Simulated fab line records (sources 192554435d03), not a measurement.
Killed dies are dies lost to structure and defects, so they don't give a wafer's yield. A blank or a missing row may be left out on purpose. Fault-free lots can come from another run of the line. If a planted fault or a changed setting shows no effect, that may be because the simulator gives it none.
A struck lot beside a sound one || flow n5 finfet || 18 out of 1938 route steps
Sound: these wafers, L197.1, L197.2, L197.3. Struck: wafer L199.2; the same lot's L199.6 was not struck, so it is left out; see the end for the cause.
Each step with rows lists, per side, the tool, then ch with its chambers, then its first start. Under that, the readings that differ: sound wafers || struck wafers || difference of the means || sigmas: that difference in standard deviations of wafers without a fault.
alike: readings whose means differ by less than 2 such deviations, and words and numbers that are the same on both sides. not compared: withheld readings, readings that some wafer has no value for, bounds like >300 that may hide the same value, and numbers for which the record gives no deviation and whose values overlap.
The two part at a step that has a row with sigmas, a row that says differs or no value, or rows on one side only. Non-overlapping numbers with no deviation appear without sigmas and do not part them. A reading missing from all wafers of one side parts the sides only when that side holds two or more wafers.

first, 2 steps without rows for these wafers: N5_BEOL_M12_ETCH_68 (etches SOC in N2/H2, time 285 s); N5_BEOL_M12_STRIP_69 (strips in N2/H2).
N5_BEOL_M12_TRENCH_ETCH_34: etches SiOC in C4F8/O2/Ar, target depth 318.95 nm, time 125.5 s.
  sound on rie diel-02 ch 0,2,3, day 9 23:52; struck on rie diel-02 ch 1, day 11 00:51
  alike: drypump motor current A, mfc ar sccm, oes product au, rf vpp V, showerhead plenum p Torr, throttle valve pct
  not compared: rf hours counter h
then, 1 step without rows for these wafers: N5_BEOL_M12_STRIP_70 (strips in C4F8/O2/Ar).
N5_BEOL_M12_OCD_MEAS_35:
  sound on ocd-02, day 10 00:01; struck on ocd-02, day 11 01:01
  alike: trench depth nm
N5_BEOL_M12_STRIP_37: strips in N2/H2.
  sound on plasma asher-02 ch 0,1, day 10 00:03; struck on plasma asher-01 ch 0, day 11 01:02
{"reading": "heater power w (W)", "sound": "305 296 292", "struck": 319, "difference": "+21", "sigmas": "+2"}
  alike: drypump motor current A, oes product au
  not compared: rf hours counter h
N5_BEOL_M12_ETCH_38: etches SiCN in CF4/N2, target depth 68.7 nm, time 73.4 s.
  sound on rie diel-02 ch 0,1,3, day 10 00:38; struck on rie diel-01 ch 1, day 11 01:24
{"reading": "oes product au (a.u.)", "sound": "0.84 0.83 0.81", "struck": 0.67, "difference": -0.16, "sigmas": -3}
{"reading": "rf hours counter h (h)", "sound": "56 76 88", "struck": 240, "difference": "+167", "sigmas": ""}
{"reading": "throttle valve pct (%)", "sound": "15.16 15.21 15.52", "struck": 15.70, "difference": "+0.40", "sigmas": "+3"}
  alike: drypump motor current A, mfc ar sccm, rf vpp V, showerhead plenum p Torr
then, 3 steps without rows for these wafers: N5_BEOL_M12_PRECLEAN_39 (cleans in residue remover, time 60 s); N5_BEOL_M12_SRD_40 (time 30 s, dry time 30 s); N5_BEOL_M12_DEGAS_41 (time 60 s).
N5_BEOL_M12_PRE_CLEAN_42: time 30 s.
  sound on pvd sputter-03, day 10 01:23; struck on pvd sputter-03, day 11 01:53
  alike: heater power w
then, 1 step without rows for these wafers: N5_BEOL_M12_SPUTTER_43 (material TaN, target thk 15 nm, time 24.19 s).
N5_BEOL_M12_SPUTTER_44: material Ta, target thk 10 nm, time 16.13 s.
  sound on pvd sputter-03, day 10 01:31; struck on pvd sputter-03, day 11 02:00
{"reading": "model.Ta_of_BEOL_M12_SPUTTER_44.thk nm (nm)", "sound": "9.8 10 10", "struck": 5.4, "difference": -4.5, "sigmas": ""}
  alike: throttle valve pct
N5_BEOL_M12_SPUTTER_45: material Cu, target thk 80 nm, time 13.33 s.
  sound on pvd sputter-03, day 10 01:35; struck on pvd sputter-03, day 11 02:05
  alike: throttle valve pct
then, 2 steps without rows for these wafers: N5_BEOL_M12_ECD_47 (material Cu, target thk 720 nm); N5_BEOL_M12_ANNEAL_48 (time 90 s).
N5_BEOL_M12_CMP_49: polishes, stops on SiOC, t overpolish 20.6 s, target thk 320 nm.
  sound on cmp-03 ch 0,1,2, day 10 02:09; struck on cmp-02 ch 2, day 11 02:38
{"reading": "barrier field endpoint s (s)", "sound": "31.1 30.6 31.2", "struck": 24.5, "difference": -6.5, "sigmas": -9}
{"reading": "motor current A (A)", "sound": "5.3 6.1 6.2", "struck": 7.1, "difference": "+1.2", "sigmas": "+3"}
N5_BEOL_M12_THK_MEAS_50: measures by xrf.
  sound on film metro-01, day 10 02:26; struck on film metro-01, day 11 02:56
  alike: M12_THK

== WHERE THEY PART ==
At N5_BEOL_M12_STRIP_37 first; at N5_BEOL_M12_CMP_49 last (within this record only). Later steps at which nothing parts them and some readings are alike: N5_BEOL_M12_THK_MEAS_50.

WHY: what the simulator had put in
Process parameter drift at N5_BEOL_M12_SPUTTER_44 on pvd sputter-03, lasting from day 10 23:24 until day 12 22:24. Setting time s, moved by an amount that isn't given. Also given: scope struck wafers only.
